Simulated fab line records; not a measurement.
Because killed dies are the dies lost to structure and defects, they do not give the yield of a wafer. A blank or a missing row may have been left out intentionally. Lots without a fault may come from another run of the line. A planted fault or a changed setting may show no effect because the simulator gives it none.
Split-lot trial / flow n5Finfet / 39 wafers read from 7 lots, route of 1938 steps

== SPLIT DETAILS ==
At N5_BEOL_M11_ALD_74 (deposits TaN, target thk 2 nm, pulse time 2 s, purge time 3 s), the setting aldCycles was moved away from the recipe's 40 on 12 of the 39 wafers read, by -35.0% to +50.0%. All remaining wafers had this setting at the recipe value.

Reading taken at the split's own step.

== THE READING ==
TaN_of_BEOL_M11_ALD_74.thkNm (the simulator's own value, which no gauge read), in nm, at N5_BEOL_M11_ALD_74 (deposits TaN, target thk 2 nm, pulse time 2 s, purge time 3 s). The file gives no usual value for it.

wafer=L074.1; tool, chamber at the split=aldMetal-03, 3,1,0,2,3,0; aldCycles as run=40; against the recipe=recipe; TaN_of_BEOL_M11_ALD_74.thkNm, nm=2; against lot-mates on the recipe=-
wafer=L074.2; tool, chamber at the split=aldMetal-03, 3,1,0,2,3,0; aldCycles as run=40; against the recipe=recipe; TaN_of_BEOL_M11_ALD_74.thkNm, nm=2; against lot-mates on the recipe=-
wafer=L074.3; tool, chamber at the split=aldMetal-03, 3,1,0,2,3,0; aldCycles as run=40; against the recipe=recipe; TaN_of_BEOL_M11_ALD_74.thkNm, nm=2; against lot-mates on the recipe=-
wafer=L074.4; tool, chamber at the split=aldMetal-03, 3,1,0,2,3,0; aldCycles as run=40; against the recipe=recipe; TaN_of_BEOL_M11_ALD_74.thkNm, nm=2; against lot-mates on the recipe=-
wafer=L074.5; tool, chamber at the split=aldMetal-03, 3,1,0,2,3,0; aldCycles as run=40; against the recipe=recipe; TaN_of_BEOL_M11_ALD_74.thkNm, nm=2; against lot-mates on the recipe=-
wafer=L074.6; tool, chamber at the split=aldMetal-03, 3,1,0,2,3,0; aldCycles as run=40; against the recipe=recipe; TaN_of_BEOL_M11_ALD_74.thkNm, nm=2; against lot-mates on the recipe=-
wafer=L075.1; tool, chamber at the split=aldMetal-02, 3; aldCycles as run=30; against the recipe=-25.0%; TaN_of_BEOL_M11_ALD_74.thkNm, nm=1.4; against lot-mates on the recipe=-0.6
wafer=L075.2; tool, chamber at the split=aldMetal-02, 2,3; aldCycles as run=30; against the recipe=-25.0%; TaN_of_BEOL_M11_ALD_74.thkNm, nm=1.6; against lot-mates on the recipe=-0.4
wafer=L075.5; tool, chamber at the split=aldMetal-02, 2,3; aldCycles as run=30; against the recipe=-25.0%; TaN_of_BEOL_M11_ALD_74.thkNm, nm=1.6; against lot-mates on the recipe=-0.4
wafer=L075.3; tool, chamber at the split=aldMetal-02, 0,1,0; aldCycles as run=40; against the recipe=recipe; TaN_of_BEOL_M11_ALD_74.thkNm, nm=2; against lot-mates on the recipe=-
wafer=L075.4; tool, chamber at the split=aldMetal-02, 0,1,0; aldCycles as run=40; against the recipe=recipe; TaN_of_BEOL_M11_ALD_74.thkNm, nm=2; against lot-mates on the recipe=-
wafer=L075.6; tool, chamber at the split=aldMetal-02, 0,1,0; aldCycles as run=40; against the recipe=recipe; TaN_of_BEOL_M11_ALD_74.thkNm, nm=2; against lot-mates on the recipe=-
wafer=L083.1; tool, chamber at the split=aldMetal-03, 0,3,1; aldCycles as run=40; against the recipe=recipe; TaN_of_BEOL_M11_ALD_74.thkNm, nm=2; against lot-mates on the recipe=-
wafer=L083.2; tool, chamber at the split=aldMetal-03, 0,3,1; aldCycles as run=40; against the recipe=recipe; TaN_of_BEOL_M11_ALD_74.thkNm, nm=2; against lot-mates on the recipe=-
wafer=L083.5; tool, chamber at the split=aldMetal-03, 0,3,1; aldCycles as run=40; against the recipe=recipe; TaN_of_BEOL_M11_ALD_74.thkNm, nm=2; against lot-mates on the recipe=-
wafer=L091.1; tool, chamber at the split=aldMetal-04, 1; aldCycles as run=26; against the recipe=-35.0%; TaN_of_BEOL_M11_ALD_74.thkNm, nm=1.4; against lot-mates on the recipe=-0.6
wafer=L091.2; tool, chamber at the split=aldMetal-04, 2,0,3; aldCycles as run=40; against the recipe=recipe; TaN_of_BEOL_M11_ALD_74.thkNm, nm=2; against lot-mates on the recipe=-
wafer=L091.5; tool, chamber at the split=aldMetal-04, 2,0,3; aldCycles as run=40; against the recipe=recipe; TaN_of_BEOL_M11_ALD_74.thkNm, nm=2; against lot-mates on the recipe=-
wafer=L091.6; tool, chamber at the split=aldMetal-04, 2,0,3; aldCycles as run=40; against the recipe=recipe; TaN_of_BEOL_M11_ALD_74.thkNm, nm=2; against lot-mates on the recipe=-
wafer=L091.3; tool, chamber at the split=aldMetal-04, 0,3; aldCycles as run=26; against the recipe=-35.0%; TaN_of_BEOL_M11_ALD_74.thkNm, nm=1.2; against lot-mates on the recipe=-0.8
wafer=L091.4; tool, chamber at the split=aldMetal-04, 0,3; aldCycles as run=26; against the recipe=-35.0%; TaN_of_BEOL_M11_ALD_74.thkNm, nm=1.2; against lot-mates on the recipe=-0.8
wafer=L089.1; tool, chamber at the split=aldMetal-02, 3,1,2; aldCycles as run=40; against the recipe=recipe; TaN_of_BEOL_M11_ALD_74.thkNm, nm=2; against lot-mates on the recipe=-
wafer=L089.4; tool, chamber at the split=aldMetal-02, 3,1,2; aldCycles as run=40; against the recipe=recipe; TaN_of_BEOL_M11_ALD_74.thkNm, nm=2; against lot-mates on the recipe=-
wafer=L089.5; tool, chamber at the split=aldMetal-02, 3,1,2; aldCycles as run=40; against the recipe=recipe; TaN_of_BEOL_M11_ALD_74.thkNm, nm=2; against lot-mates on the recipe=-
wafer=L089.2; tool, chamber at the split=aldMetal-02, 0,2,3; aldCycles as run=51; against the recipe=+27.5%; TaN_of_BEOL_M11_ALD_74.thkNm, nm=2.6; against lot-mates on the recipe=+0.6
wafer=L089.3; tool, chamber at the split=aldMetal-02, 0,2,3; aldCycles as run=51; against the recipe=+27.5%; TaN_of_BEOL_M11_ALD_74.thkNm, nm=2.6; against lot-mates on the recipe=+0.6
wafer=L089.6; tool, chamber at the split=aldMetal-02, 0,2,3; aldCycles as run=51; against the recipe=+27.5%; TaN_of_BEOL_M11_ALD_74.thkNm, nm=2.6; against lot-mates on the recipe=+0.6
wafer=L092.1; tool, chamber at the split=aldMetal-02, 2,3,0,1,1,2; aldCycles as run=40; against the recipe=recipe; TaN_of_BEOL_M11_ALD_74.thkNm, nm=2; against lot-mates on the recipe=-
wafer=L092.2; tool, chamber at the split=aldMetal-02, 2,3,0,1,1,2; aldCycles as run=40; against the recipe=recipe; TaN_of_BEOL_M11_ALD_74.thkNm, nm=2; against lot-mates on the recipe=-
wafer=L092.3; tool, chamber at the split=aldMetal-02, 2,3,0,1,1,2; aldCycles as run=40; against the recipe=recipe; TaN_of_BEOL_M11_ALD_74.thkNm, nm=2; against lot-mates on the recipe=-
wafer=L092.4; tool, chamber at the split=aldMetal-02, 2,3,0,1,1,2; aldCycles as run=40; against the recipe=recipe; TaN_of_BEOL_M11_ALD_74.thkNm, nm=2; against lot-mates on the recipe=-
wafer=L092.5; tool, chamber at the split=aldMetal-02, 2,3,0,1,1,2; aldCycles as run=40; against the recipe=recipe; TaN_of_BEOL_M11_ALD_74.thkNm, nm=2; against lot-mates on the recipe=-
wafer=L092.6; tool, chamber at the split=aldMetal-02, 2,3,0,1,1,2; aldCycles as run=40; against the recipe=recipe; TaN_of_BEOL_M11_ALD_74.thkNm, nm=2; against lot-mates on the recipe=-
wafer=L094.1; tool, chamber at the split=aldMetal-02, 3,1,1; aldCycles as run=60; against the recipe=+50.0%; TaN_of_BEOL_M11_ALD_74.thkNm, nm=3; against lot-mates on the recipe=+1.0
wafer=L094.2; tool, chamber at the split=aldMetal-02, 3,1,1; aldCycles as run=60; against the recipe=+50.0%; TaN_of_BEOL_M11_ALD_74.thkNm, nm=3; against lot-mates on the recipe=+1.0
wafer=L094.5; tool, chamber at the split=aldMetal-02, 3,1,1; aldCycles as run=60; against the recipe=+50.0%; TaN_of_BEOL_M11_ALD_74.thkNm, nm=3; against lot-mates on the recipe=+1.0
wafer=L094.3; tool, chamber at the split=aldMetal-02, 0,2,0; aldCycles as run=40; against the recipe=recipe; TaN_of_BEOL_M11_ALD_74.thkNm, nm=2; against lot-mates on the recipe=-
wafer=L094.4; tool, chamber at the split=aldMetal-02, 0,2,0; aldCycles as run=40; against the recipe=recipe; TaN_of_BEOL_M11_ALD_74.thkNm, nm=2; against lot-mates on the recipe=-
wafer=L094.6; tool, chamber at the split=aldMetal-02, 0,2,0; aldCycles as run=40; against the recipe=recipe; TaN_of_BEOL_M11_ALD_74.thkNm, nm=2; against lot-mates on the recipe=-
Rows listing several chambers each stand for several wafers; the file does not say which wafer went through which chamber.

FIT RESULTS
A straight line over all 39 wafers: TaN_of_BEOL_M11_ALD_74.thkNm changes by +0.0203 nm for each +1% of aldCycles; r = +0.99; the points scatter about the line by 0.042 nm.
The same after taking each lot's own level away (the mean of its wafers on the recipe; 39 wafers): +0.0203 nm for each +1%; r = +0.99; scatter 0.042 nm.
According to that fit, moving aldCycles by its largest amount changes the reading by 1 nm.
The lots' own levels span 2.00 to 2.00 nm.
Hence the lot-to-lot level has little effect on the slope; both slopes agree.
Check: with one of the wafers moved furthest among these (+50.0%) left out of the fit, the line predicts +1.02 nm for it against its lot-mates. Against them it came out at +1 nm.

== THESE WAFERS: OTHER SPLITS ==
These wafers also went through other splits before the reading. Each is held against what the fit with the lots' levels taken away leaves over:
other split on the same wafers=N5_ZERO_LAYER_DEVELOP_10 developTimeS; wafers away from the commonest value=15; r with TaN_of_BEOL_M11_ALD_74.thkNm (lot level and that fit taken away)=+0.07
other split on the same wafers=N5_SD_EPI_N_ETCH_45 targetDepthA; wafers away from the commonest value=15; r with TaN_of_BEOL_M11_ALD_74.thkNm (lot level and that fit taken away)=+0.11
other split on the same wafers=N5_SDB_ALD_29 aldCycles; wafers away from the commonest value=9; r with TaN_of_BEOL_M11_ALD_74.thkNm (lot level and that fit taken away)=+0.02
other split on the same wafers=N5_BEOL_M0_SAQP_PECVD_03 timeS; wafers away from the commonest value=9; r with TaN_of_BEOL_M11_ALD_74.thkNm (lot level and that fit taken away)=-0.08
other split on the same wafers=N5_BEOL_M7_DEP_56 targetThkA; wafers away from the commonest value=12; r with TaN_of_BEOL_M11_ALD_74.thkNm (lot level and that fit taken away)=+0.19
other split on the same wafers=N5_BEOL_M8_ALD_77 aldCycles; wafers away from the commonest value=15; r with TaN_of_BEOL_M11_ALD_74.thkNm (lot level and that fit taken away)=-0.20

== THE FILE'S OWN FIT ==
TaN_of_BEOL_M11_ALD_74.thkNm changes by +0.0203 nm for each +1% of aldCycles, r = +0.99.
